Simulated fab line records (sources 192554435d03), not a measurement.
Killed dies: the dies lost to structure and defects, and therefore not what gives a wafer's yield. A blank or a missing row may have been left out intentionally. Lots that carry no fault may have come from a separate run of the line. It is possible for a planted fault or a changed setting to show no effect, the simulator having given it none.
Which tool was responsible? | flow n5-finfet | 24 lots with 72 wafers sampled at 4 steps, on a route of 1938 steps

== WHAT THE GAUGES SHOWED, per wafer ==
N5_GATE_CUT_CD_MEAS_13: the cd target is 20 nm. Usual: cd-nm at 20.01 nm, with a standard deviation of 0.26.
lot  | measured     | on        | cd-nm (nm)        | flag
L074 | day 4 09:42  | cd-sem-03 | 19.88 20.00 20.15 |
L075 | day 4 17:44  | cd-sem-03 | 20.52 19.84 20.48 |
L076 | day 5 00:32  | cd-sem-02 | 20.12 20.05 19.86 |
L077 | day 5 08:44  | cd-sem-03 | 20.22 19.96 19.76 |
L078 | day 5 19:11  | cd-sem-02 | 19.51 20.19 19.87 |
L079 | day 5 23:20  | cd-sem-01 | 19.94 19.57 19.61 |
L080 | day 6 02:37  | cd-sem-02 | 20.24 20.20 20.24 |
L081 | day 6 05:22  | cd-sem-02 | 20.08 19.76 19.77 |
L082 | day 6 11:14  | cd-sem-02 | 19.89 20.03 20.01 |
L083 | day 6 18:12  | cd-sem-03 | 19.88 19.82 20.05 |
L084 | day 6 23:41  | cd-sem-01 | 20.45 19.76 20.10 |
L085 | day 7 05:46  | cd-sem-03 | 19.50 19.60 19.94 |
L086 | day 7 12:08  | cd-sem-03 | 20.13 20.21 19.87 |
L087 | day 7 21:12  | cd-sem-01 | 19.95 19.86 20.44 |
L088 | day 8 00:16  | cd-sem-03 | 20.01 19.97 20.01 |
L089 | day 8 05:31  | cd-sem-03 | 20.23 20.35 19.83 |
L090 | day 8 10:58  | cd-sem-01 | 19.94 20.22 20.38 |
L091 | day 8 17:27  | cd-sem-03 | 19.86 19.68 19.89 |
L092 | day 8 23:49  | cd-sem-03 | 19.48 19.81 19.66 |
L093 | day 9 04:56  | cd-sem-03 | 20.13 20.16 20.15 |
L094 | day 9 10:35  | cd-sem-02 | 20.08 20.18 19.98 |
L095 | day 9 21:40  | cd-sem-02 | 19.62 20.14 19.96 |
L096 | day 10 00:10 | cd-sem-01 | 20.15 20.07 19.94 |
L097 | day 10 07:51 | cd-sem-01 | 20.24 20.47 20.39 |

== EACH LOT AND THE TOOL THAT RAN IT (in order: tool; ch and the chambers of the sampled wafers; start) ==
lot  | N5_HKMG_FIN_STRIP_88                 | N5_HKMG_FIN_ALD_71                  | N5_HKMG_FIN_W_FILL_22
L074 | plasma-asher-02 ch 0, day 4 03:10    | ald-metal-01 ch 0,1, day 4 03:39    | cvd-w-02 ch 0,1, day 4 05:10
L075 | plasma-asher-01 ch 1, day 4 10:55    | ald-metal-03 ch 0,1, day 4 11:24    | cvd-w-01 ch 1, day 4 13:11
L076 | plasma-asher-01 ch 0,1, day 4 18:01  | ald-metal-02 ch 1,2,3, day 4 18:30  | cvd-w-01 ch 0,1, day 4 20:01
L077 | plasma-asher-02 ch 0,1, day 5 00:24  | ald-metal-02 ch 1,2,3, day 5 00:46  | cvd-w-01 ch 0,1, day 5 02:17
L078 | plasma-asher-01 ch 0,1, day 5 10:19  | ald-metal-02 ch 0,3, day 5 10:49    | cvd-w-02 ch 0,1, day 5 12:20
L079 | plasma-asher-01 ch 0,1, day 5 16:49  | ald-metal-01 ch 0,1, day 5 17:17    | cvd-w-02 ch 0, day 5 18:48
L080 | plasma-asher-01 ch 0,1, day 5 18:00  | ald-metal-03 ch 0,1,2, day 5 18:29  | cvd-w-01 ch 0, day 5 19:59
L081 | plasma-asher-01 ch 0, day 5 22:56    | ald-metal-03 ch 1,3, day 5 23:25    | cvd-w-02 ch 0,1, day 6 00:55
L082 | plasma-asher-01 ch 0,1, day 6 04:49  | ald-metal-02 ch 1,2, day 6 05:11    | cvd-w-02 ch 0,1, day 6 06:41
L083 | plasma-asher-02 ch 0,1, day 6 11:37  | ald-metal-01 ch 0,3, day 6 12:13    | cvd-w-01 ch 0,1, day 6 13:44
L084 | plasma-asher-02 ch 0,1, day 6 17:16  | ald-metal-01 ch 1,2, day 6 17:44    | cvd-w-01 ch 0,1, day 6 19:17
L085 | plasma-asher-02 ch 1, day 6 23:01    | ald-metal-02 ch 0,1,3, day 6 23:31  | cvd-w-02 ch 1, day 7 01:01
L086 | plasma-asher-02 ch 0,1, day 7 05:41  | ald-metal-02 ch 0,3, day 7 06:03    | cvd-w-02 ch 0,1, day 7 07:34
L087 | plasma-asher-01 ch 0,1, day 7 14:34  | ald-metal-01 ch 0,1, day 7 15:03    | cvd-w-01 ch 0,1, day 7 16:41
L088 | plasma-asher-01 ch 0,1, day 7 17:52  | ald-metal-03 ch 0,3, day 7 18:14    | cvd-w-02 ch 0,1, day 7 19:52
L089 | plasma-asher-01 ch 0,1, day 7 22:37  | ald-metal-03 ch 0,2,3, day 7 23:06  | cvd-w-02 ch 0,1, day 8 00:36
L090 | plasma-asher-02 ch 0,1, day 8 04:22  | ald-metal-02 ch 1,2,3, day 8 04:51  | cvd-w-02 ch 0,1, day 8 06:22
L091 | plasma-asher-01 ch 0,1, day 8 09:47  | ald-metal-01 ch 0,1,3, day 8 10:17  | cvd-w-01 ch 0,1, day 8 11:47
L092 | plasma-asher-02 ch 0,1, day 8 15:34  | ald-metal-02 ch 0,1,3, day 8 16:02  | cvd-w-01 ch 0,1, day 8 17:34
L093 | plasma-asher-02 ch 0,1, day 8 22:16  | ald-metal-02 ch 1,2, day 8 22:44    | cvd-w-02 ch 0,1, day 9 00:25
L094 | plasma-asher-02 ch 0, day 9 03:58    | ald-metal-02 ch 0,1,3, day 9 04:27  | cvd-w-02 ch 1, day 9 05:58
L095 | plasma-asher-01 ch 1, day 9 14:58    | ald-metal-02 ch 0,1,3, day 9 15:27  | cvd-w-01 ch 0, day 9 16:58
L096 | plasma-asher-01 ch 0,1, day 9 17:28  | ald-metal-01 ch 0,2,3, day 9 17:58  | cvd-w-02 ch 0,1, day 9 19:46
L097 | plasma-asher-01 ch 0,1, day 10 01:16 | ald-metal-01 ch 1,2,3, day 10 01:41 | cvd-w-02 ch 0,1, day 10 03:16
- N5_HKMG_FIN_STRIP_88: strips in N2/H2, time 360 s.
- N5_HKMG_FIN_ALD_71: deposits TiN, target thk 1 nm, pulse time 1 s, purge time 3 s.
- N5_HKMG_FIN_W_FILL_22: material W, target thk 60 nm, time 18.2 s.

== WHAT THE TOOLS THEMSELVES READ (means of the sampled wafers that have a number; where no wafer has one, the mark that the record gives instead) ==
N5_HKMG_FIN_STRIP_88. Usual: drypump-motor-current-A 5.8 A, standard deviation 0.53; h2-flow-sccm 3251 sccm, standard deviation 9.3; heater-power-w 497 W, standard deviation 59; n2-flow-sccm 1751 sccm, standard deviation 6.6.
lot  | tool            | drypump-motor-current-A (A) | h2-flow-sccm (sccm) | heater-power-w (W) | n2-flow-sccm (sccm) | flag
L074 | plasma-asher-02 | 4.8                         | 3250                | 461                | 1741                |
L075 | plasma-asher-01 | 6.0                         | 3245                | 448                | 1743                |
L076 | plasma-asher-01 | 6.2                         | 3255                | 532                | 1751                |
L077 | plasma-asher-02 | 5.1                         | 3265                | 465                | 1750                |
L078 | plasma-asher-01 | 6.2                         | 3251                | 539                | 1750                |
L079 | plasma-asher-01 | 6.2                         | 3241                | 541                | 1750                |
L080 | plasma-asher-01 | 6.1                         | 3241                | 547                | 1759                |
L081 | plasma-asher-01 | 6.3                         | 3255                | 590                | 1742                |
L082 | plasma-asher-01 | 6.1                         | 3244                | 502                | 1752                |
L083 | plasma-asher-02 | 5.1                         | 3252                | 459                | 1755                |
L084 | plasma-asher-02 | 5.3                         | 3250                | 467                | 1748                |
L085 | plasma-asher-02 | 5.6                         | 3248                | 474                | 1756                |
L086 | plasma-asher-02 | 5.3                         | 3255                | 468                | 1755                |
L087 | plasma-asher-01 | 6.1                         | 3254                | 503                | 1754                |
L088 | plasma-asher-01 | 6.2                         | 3250                | 541                | 1751                |
L089 | plasma-asher-01 | 6.2                         | 3251                | 546                | 1742                |
L090 | plasma-asher-02 | 5.1                         | 3252                | 463                | 1758                |
L091 | plasma-asher-01 | 6.2                         | 3251                | 537                | 1745                |
L092 | plasma-asher-02 | 5.1                         | 3250                | 459                | 1750                |
L093 | plasma-asher-02 | 5.4                         | 3247                | 463                | 1752                |
L094 | plasma-asher-02 | 4.8                         | 3254                | 461                | 1751                |
L095 | plasma-asher-01 | 6.0                         | 3257                | 451                | 1747                |
L096 | plasma-asher-01 | 6.2                         | 3253                | 541                | 1762                |
L097 | plasma-asher-01 | 6.1                         | 3260                | 500                | 1749                |

N5_HKMG_FIN_ALD_71. Usual: heater-power-outer-w 503 W, standard deviation 45; heater-power-w 833 W, standard deviation 83; precursor-pulse-height-rel 1.002, standard deviation 0.02.
lot  | tool         | heater-power-outer-w (W) | heater-power-w (W) | precursor-pulse-height-rel | flag
L074 | ald-metal-01 | 517                      | 868                | 0.998                      |
L075 | ald-metal-03 | 464                      | 800                | 0.995                      |
L076 | ald-metal-02 | 511                      | 843                | 0.986                      |
L077 | ald-metal-02 | 506                      | 847                | 1.005                      |
L078 | ald-metal-02 | 541                      | 890                | 1.013                      |
L079 | ald-metal-01 | 530                      | 901                | 1.020                      |
L080 | ald-metal-03 | 462                      | 751                | 1.012                      |
L081 | ald-metal-03 | 491                      | 828                | 0.997                      |
L082 | ald-metal-02 | 503                      | 841                | 0.995                      |
L083 | ald-metal-01 | 452                      | 727                | 0.989                      |
L084 | ald-metal-01 | 505                      | 835                | 0.990                      |
L085 | ald-metal-02 | 535                      | 890                | 0.990                      |
L086 | ald-metal-02 | 546                      | 892                | 0.977                      |
L087 | ald-metal-01 | 517                      | 869                | 0.979                      |
L088 | ald-metal-03 | 509                      | 789                | 0.997                      |
L089 | ald-metal-03 | 483                      | 752                | 1.006                      |
L090 | ald-metal-02 | 505                      | 837                | 1.000                      |
L091 | ald-metal-01 | 489                      | 817                | 1.015                      |
L092 | ald-metal-02 | 537                      | 883                | 0.997                      |
L093 | ald-metal-02 | 502                      | 843                | 1.019                      |
L094 | ald-metal-02 | 536                      | 898                | 1.012                      |
L095 | ald-metal-02 | 539                      | 895                | 0.985                      |
L096 | ald-metal-01 | 489                      | 807                | 1.013                      |
L097 | ald-metal-01 | 471                      | 781                | 0.997                      |

N5_HKMG_FIN_W_FILL_22. Usual: heater-power-outer-w 587 W, standard deviation 70; heater-power-w 927 W, standard deviation 72; throttle-valve-pct 19.4 %, standard deviation 1.5.
lot  | tool     | heater-power-outer-w (W) | heater-power-w (W) | throttle-valve-pct (%) | flag
L074 | cvd-w-02 | 604                      | 949                | 19.3                   |
L075 | cvd-w-01 | 668                      | 990                | 18.5                   |
L076 | cvd-w-01 | 621                      | 936                | 18.5                   |
L077 | cvd-w-01 | 624                      | 929                | 18.6                   |
L078 | cvd-w-02 | 607                      | 963                | 19.3                   |
L079 | cvd-w-02 | 648                      | 984                | 18.0                   |
L080 | cvd-w-01 | 536                      | 828                | 18.6                   |
L081 | cvd-w-02 | 558                      | 922                | 20.3                   |
L082 | cvd-w-02 | 551                      | 932                | 20.5                   |
L083 | cvd-w-01 | 621                      | 929                | 18.7                   |
L084 | cvd-w-01 | 618                      | 938                | 18.7                   |
L085 | cvd-w-02 | 511                      | 894                | 21.6                   |
L086 | cvd-w-02 | 559                      | 924                | 20.6                   |
L087 | cvd-w-01 | 576                      | 888                | 18.6                   |
L088 | cvd-w-02 | 559                      | 928                | 20.7                   |
L089 | cvd-w-02 | 600                      | 975                | 19.5                   |
L090 | cvd-w-02 | 608                      | 962                | 19.6                   |
L091 | cvd-w-01 | 575                      | 872                | 18.8                   |
L092 | cvd-w-01 | 579                      | 890                | 18.6                   |
L093 | cvd-w-02 | 595                      | 962                | 19.5                   |
L094 | cvd-w-02 | 513                      | 901                | 22.0                   |
L095 | cvd-w-01 | 527                      | 809                | 19.1                   |
L096 | cvd-w-02 | 613                      | 958                | 19.5                   |
L097 | cvd-w-02 | 601                      | 955                | 19.6                   |

== THE ANSWER, worked out from the rows above alone ==
Rule: a lot counts as off when the mean over its wafers that have a number is more than 3 standard deviations away from the usual mean. Also off: a lot with no number at a reading for which 4 or more lots have one. Where the step has rows for the other lots, those lots are counted as sound. The gauges are gone through in route order, then the tools' own readings, and for those a lot's mean is taken as printed above. The first step at which some lot is off is used, and at that step the reading that is off furthest; a lot without a number counts as furthest.
Across all readings shown, no lot is off: no conclusion can be drawn from this.

== WHAT THE SIMULATOR HAD PUT IN ==
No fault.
